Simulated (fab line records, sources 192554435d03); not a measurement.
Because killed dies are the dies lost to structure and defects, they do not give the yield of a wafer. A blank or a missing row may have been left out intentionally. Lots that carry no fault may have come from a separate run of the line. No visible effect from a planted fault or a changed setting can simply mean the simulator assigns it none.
Split-lot experiment -- flow n5 finfet -- 21 wafers read from 7 lots, route of 1938 steps

SPLIT DETAILS
At N5_MOL_CONTACT_COAG_ETCHBACK_135 (etches SiO2 in CHF3, target depth 25 nm, time 16.7 s), the setting time s was moved away from the recipe's 16.7 s on 9 of the 21 wafers read, by -10.5% to +17.4%. All remaining wafers had this setting at the recipe value.

Reading taken at the split's own step.

THE READING
SOC_of_MOL_CONTACT_COAG_COAT_75.thk nm (the simulator's own value, which no gauge read), in nm, at N5_MOL_CONTACT_COAG_ETCHBACK_135 (etches SiO2 in CHF3, target depth 25 nm, time 16.7 s). The file does not state a usual value for it. Across the 12 wafers here that went through the recipe, the average is 57.4 nm and the standard deviation 0.17 nm.

wafer,"tool, chamber at the split","time s as run, s",against the recipe,"SOC_of_MOL_CONTACT_COAG_COAT_75.thk nm, nm",against lot-mates on the recipe
L080.2,"rie diel-03, 2",16.7,recipe,57.4,-
L080.3,"rie diel-03, 1,0",18.34,+9.8%,57,-0.4
L080.4,"rie diel-03, 1,0",18.34,+9.8%,57,-0.4
L085.3,"rie diel-01, 3,2",16.7,recipe,57.4,-
L085.6,"rie diel-01, 3,2",16.7,recipe,57.4,-
L085.5,"rie diel-01, 1",19.55,+17.1%,56.8,-0.6
L088.2,"rie diel-01, 1",16.7,recipe,57.6,-
L088.3,"rie diel-01, 2",15.02,-10.1%,57.6,+0.0
L088.5,"rie diel-01, 3",15.02,-10.1%,57.8,+0.2
L089.3,"rie diel-02, 0",16.7,recipe,57.4,-
L089.4,"rie diel-02, 3",19.61,+17.4%,57,-0.5
L089.6,"rie diel-02, 3",16.7,recipe,57.6,-
L090.1,"rie diel-01, 0,2",14.95,-10.5%,57.6,+0.2
L090.4,"rie diel-01, 0,2",14.95,-10.5%,57.6,+0.2
L090.5,"rie diel-01, 0",16.7,recipe,57.4,-
L091.2,"rie diel-02, 0",16.7,recipe,57,-
L091.5,"rie diel-02, 2,1",16.7,recipe,57.2,-
L091.6,"rie diel-02, 2,1",16.7,recipe,57.2,-
L095.1,"rie diel-02, 2",18.12,+8.5%,57.2,-0.3
L095.2,"rie diel-02, 0",16.7,recipe,57.4,-
L095.4,"rie diel-02, 3",16.7,recipe,57.6,-
When a row names more than one chamber, that row covers several wafers, and the file does not tell which wafer ran in which chamber.

FIT RESULTS
A straight line over all 21 wafers: SOC_of_MOL_CONTACT_COAG_COAT_75.thk nm changes by -0.0284 nm for each +1% of time s; r = -0.84; the points scatter about the line by 0.15 nm.
The same after taking each lot's own level away (the mean of its wafers on the recipe; 21 wafers): -0.0269 nm for each +1%; r = -0.92; scatter 0.095 nm.
On that fit, the largest move of time s shifts the reading by 0.47 nm.
From 57.13 to 57.60 nm: that is the span of the lots' own levels, equal to 2.7 times the standard deviation above.
Consequently the slope shifts little with the lot-to-lot level, the two slopes agreeing.
Check: for one of the wafers moved furthest among these (+17.4%), held out of the fit, the line's prediction against its lot-mates is -0.524 nm. Against them it came out at -0.5 nm.

FILE'S OWN FIT
SOC_of_MOL_CONTACT_COAG_COAT_75.thk nm changes by -0.0293 nm for each +1% of time s, r = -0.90.
